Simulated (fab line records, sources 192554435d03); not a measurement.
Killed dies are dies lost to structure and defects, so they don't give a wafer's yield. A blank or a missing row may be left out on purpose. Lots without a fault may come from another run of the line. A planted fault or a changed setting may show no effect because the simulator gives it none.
Problem report in the 8D (eight disciplines) form, filled by code | flow n5_finfet | the parts of the form that need people (team, actions taken, sign-off) are left out

1. THE PROBLEM
killed_at_M4_up at N5_PASSIVATION_PROBE_49 reads a mean of 742 on 3 wafers of 2 lots; wafers without a fault read 14 with a standard deviation of 5.3. That is +99 or more standard deviations from the usual mean.
First seen on wafer L429.3, day 15 17:28, on prober-01. The record holds 12 wafers of 4 lots with a number at this step. Rule for "out", or "out of limits": more than 4 standard deviations from the usual mean. The other wafers with a number count as sound.

2. WHAT IT IS AND WHAT IT IS NOT
question                    | is                                                                                                                  | is not
which readings at this step | killed_at_M4_up, defect_limited_yield, killed_dies, killed_on_rim, sort_bin_5_function, sort_n_pass, sort_yield_pct | killed_at_M0_to_M3, killed_at_contacts, killed_at_front_end, killed_at_other, killed_open, killed_short, sort_bin_6_memory, sort_bin_8_speed
which lots                  | L429, L431                                                                                                          | L421, L428
which wafers of those lots  | L429.3, L429.5, L431.3                                                                                              | L429.1, L431.1, L431.4
read on which tools         | prober-01, prober-02                                                                                                | -
when                        | from day 15 17:28                                                                                                   | up to then (7 sound wafers); but 2 sound wafers of L431 came after

3. SUSPECTS, AND WHAT RULES EACH OUT
Counting: a tool at a process step up to the reading stays a suspect if it ran every lot that is out. Sound lots after the first of them don't rule it out here, since some wafers of a struck lot are sound.
- rie_diel-06 at N5_BEOL_M11_VIA_ETCH_34 (etches SiCOH lowk in C4F6/O2, target depth 184.5 nm, time 69.2 s): kept. It ran every lot that is out, first L429 (day 14 01:19).
- pvd_sputter-02 at N5_PASSIVATION_SPUTTER_20 (material TaN, target thk 50 nm): kept. It ran every lot that is out, first L429 (day 15 10:01).
- pvd_sputter-02 at N5_PASSIVATION_AL_DEP_21 (deposits Al, target thk 2800 nm, time 170 s): kept. It ran every lot that is out, first L429 (day 15 10:07).
Left after counting: rie_diel-06 at N5_BEOL_M11_VIA_ETCH_34, pvd_sputter-02 at N5_PASSIVATION_SPUTTER_20, pvd_sputter-02 at N5_PASSIVATION_AL_DEP_21.

4. THE CAUSE (what the simulator had put in)
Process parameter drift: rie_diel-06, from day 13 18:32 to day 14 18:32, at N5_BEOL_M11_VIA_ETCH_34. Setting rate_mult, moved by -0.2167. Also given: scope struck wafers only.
Counting left 3 suspects, and this tool is among them.

5. THE CHAIN OF EFFECTS, in route order
Each row: a reading whose mean over the struck wafers that have a number lies more than 3 standard deviations from the usual. Only readings for which the record gives a usual standard deviation are gone through. hours: the time from each lot's start at the first step in this table that gives one to its start at this step, as a median over the lots. sigmas: the change in usual standard deviations.
hours | step                    | reading              | usual  | on struck wafers | change | sigmas
0     | N5_PASSIVATION_PROBE_49 | defect_limited_yield | 90.9 % | 29.4             | -61.5  | -44
0     | N5_PASSIVATION_PROBE_49 | killed_at_M4_up      | 14     | 742              | +728   | +99 or more
0     | N5_PASSIVATION_PROBE_49 | killed_dies          | 107    | 833              | +726   | +43
0     | N5_PASSIVATION_PROBE_49 | killed_on_rim        | 14     | 127              | +113   | +26
0     | N5_PASSIVATION_PROBE_49 | sort_bin_5_function  | 5.3 %  | 66.9             | +61.6  | +65
0     | N5_PASSIVATION_PROBE_49 | sort_n_pass          | 1073   | 347              | -726   | -43
0     | N5_PASSIVATION_PROBE_49 | sort_yield_pct       | 90.9 % | 29.4             | -61.5  | -41
The process steps in it:
- N5_PASSIVATION_PROBE_49

6. WHAT WOULD HAVE CAUGHT IT SOONER
In this record the first reading out of limits was taken at day 15 17:28, 47 hours after the fault began at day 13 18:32.
Of the tool readings at N5_BEOL_M11_VIA_ETCH_34 for which the record gives a usual standard deviation, none was out on any struck wafer, so an alarm limit of 4 standard deviations on them would not have fired.
All the lots that are out (2) had begun N5_BEOL_M11_VIA_ETCH_34 on rie_diel-06 by day 15 17:28. A hold on the tool at that time would have spared none of them.
